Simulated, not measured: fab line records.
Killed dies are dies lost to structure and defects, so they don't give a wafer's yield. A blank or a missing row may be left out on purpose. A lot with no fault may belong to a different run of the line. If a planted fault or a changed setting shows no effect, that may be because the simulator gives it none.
Matching of chambers / flow nand-harc / NHARC_P_CONTACT_CMP_24 on cmp-03: 4 sister chambers
The step polishes, t overpolish 30 s, target thk 200 nm. 4 wafers are shown with their chamber, then 7 later ones without.

## EACH WAFER AND ITS CHAMBER
wafer=L292.4; chamber=0; motor-current-A (A)=13.2
wafer=L295.5; chamber=1; motor-current-A (A)=11.1
wafer=L296.1; chamber=2; motor-current-A (A)=10.8
wafer=L296.4; chamber=3; motor-current-A (A)=13.1

## WAFERS WITH NO CHAMBER GIVEN
wafer=L296.6; motor-current-A (A)=10.6
wafer=L297.1; motor-current-A (A)=13.3
wafer=L297.5; motor-current-A (A)=13.5
wafer=L297.6; motor-current-A (A)=12.6
wafer=L298.2; motor-current-A (A)=10.3
wafer=L298.4; motor-current-A (A)=13.1
wafer=L298.6; motor-current-A (A)=11.3

## THE CHAMBER EACH PASSED THROUGH
wafer=L296.6; from the rows above=can't be placed: 2 or 1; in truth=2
wafer=L297.1; from the rows above=can't be placed: 0 or 3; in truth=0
wafer=L297.5; from the rows above=can't be placed: 0 or 3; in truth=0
wafer=L297.6; from the rows above=can't be placed: 3 or 0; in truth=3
wafer=L298.2; from the rows above=can't be placed: 2 or 1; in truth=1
wafer=L298.4; from the rows above=can't be placed: 3 or 0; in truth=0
wafer=L298.6; from the rows above=can't be placed: 1 or 2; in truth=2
Correct placement for 0 of the 7. Cannot be placed on the basis of these rows: 7; the candidates contain the true chamber in 7. Wrongly placed: 0.
How it was worked out, from the rows above alone: a wafer's distance from a chamber is the root of the sum, over the readings, of the square of ((its reading less the chamber's mean) divided by the reading's scatter). The wafer belongs to the nearest chamber; if the next one is less than 2 further off, it can't be placed. A chamber's mean is the mean of its shown wafers. The scatter: root of mean squared gap, hidden wafer to nearest shown wafer, with one shown wafer a chamber.
